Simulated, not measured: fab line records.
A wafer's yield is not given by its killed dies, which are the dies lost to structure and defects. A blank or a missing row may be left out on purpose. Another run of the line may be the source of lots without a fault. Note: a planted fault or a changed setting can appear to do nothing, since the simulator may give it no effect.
A lot that was struck, set against a sound lot + flow nand harc + 14 out of 1302 route steps
Sound: the wafers L190.1, L190.3, L190.6. Struck: wafer L200.5 (L200.2, L200.4, from the same lot, were not struck and are left out); the cause is given at the end.
For every step that has rows: the tool of each side, followed by ch and its chambers, followed by its first start. Under that, the readings that differ: sound wafers + struck wafers + difference of the means + sigmas: that difference in standard deviations of wafers without a fault.
alike: words and numbers the same on both sides, and readings whose means are apart by under 2 such deviations; not compared: readings that were withheld, readings missing a value for some wafer, numbers with overlapping values and no deviation given by the record, and bounds like >300 which may hide the same value.
A row with sigmas, a row that says differs or no value, or rows on one side alone: a step with any of these is where the two part. Non-overlapping numbers with no deviation appear without sigmas and do not part them. A reading that every wafer of one side lacks parts them only if that side has two wafers or more.

NHARC_A_CONTACT_ETCH_112: etches the open film in C4F8/O2/Ar, time 190 s, target depth 1850 nm.
  sound on har cap etch-02 ch 0,1, day 24 08:01; struck on har cap etch-01 ch 1, day 29 04:49
  not compared: rf hours counter h, run length s
then, 3 steps without rows for these wafers: NHARC_A_CONTACT_ETCH_113 (etches the open film in C4F8/O2/Ar, time 190 s, target depth 1850 nm); NHARC_A_CONTACT_ETCH_114 (etches the open film in C4F8/O2/Ar, time 190 s, target depth 1850 nm); NHARC_A_CONTACT_ETCH_115 (etches the open film in C4F8/O2/Ar, time 190 s, target depth 1850 nm).
NHARC_A_CONTACT_ETCH_116: etches the open film in C4F8/O2/Ar, time 190 s, target depth 1850 nm.
  sound on har cap etch-02 ch 0,1, day 24 08:43; struck on har cap etch-01 ch 1, day 29 05:30
  not compared: rf hours counter h, run length s
NHARC_A_CONTACT_ETCH_117: etches the open film in C4F8/O2/Ar, time 190 s, target depth 1850 nm.
  sound on har cap etch-02 ch 0,1, day 24 08:53; struck on har cap etch-01 ch 1, day 29 05:40
  not compared: rf hours counter h, run length s
then, 2 steps without rows for these wafers: NHARC_A_CONTACT_ETCH_118 (etches the open film in C4F8/O2/Ar, time 190 s, target depth 1850 nm); NHARC_A_CONTACT_ETCH_119 (etches the open film in C4F8/O2/Ar, time 190 s, target depth 1850 nm).
NHARC_A_CONTACT_ETCH_120: etches the open film in C4F8/O2/Ar, time 190 s, target depth 1850 nm.
  sound on har cap etch-02 ch 0,1, day 24 09:23; struck on har cap etch-01 ch 1, day 29 06:11
  not compared: rf hours counter h, run length s
then, 2 steps without rows for these wafers: NHARC_A_CONTACT_ETCH_121 (etches the open film in C4F8/O2/Ar, time 190 s, target depth 1850 nm); NHARC_A_CONTACT_ETCH_122 (etches the open film in C4F8/O2/Ar, time 190 s, target depth 1850 nm).
NHARC_A_CONTACT_ETCH_123: etches the open film in C4F8/O2/Ar, time 490 s, target depth 2110 nm.
  sound on har cap etch-02 ch 0,1, day 24 09:54; struck on har cap etch-01 ch 1, day 29 06:46
  alike: run length s
  not compared: rf hours counter h
NHARC_A_CONTACT_ETCH_90: etches the open film in CH3F/O2, target depth 40 nm, time 85.7 s.
  sound on rie diel-13 ch 0,1,2, day 24 10:52; struck on rie diel-13 ch 0, day 29 07:40
| reading               | sound             | struck | difference | sigmas |
|-----------------------|-------------------|--------|------------|--------|
| oes product au (a.u.) | 0.90 0.93 0.92    | 1.00   | +0.08      | +2     |
| run length s (s)      | 106.5 107.3 107.4 | 72.9   | -34.2      | -90    |
  alike: drypump motor current A, o2 flow sccm, rf vpp V, showerhead plenum p Torr, throttle valve pct
  not compared: rf hours counter h
then, 1 step without rows for these wafers: NHARC_A_CONTACT_ETCH_96 (etches the open film in C4F6/O2, target depth 20 nm, time 10 s).

## WHERE THEY PART
Within this record, at NHARC_A_CONTACT_ETCH_90 only.

WHY: what had been put in by the simulator
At NHARC_A_CONTACT_ETCH_90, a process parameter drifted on rie diel-13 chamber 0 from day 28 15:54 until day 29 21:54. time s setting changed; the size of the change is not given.
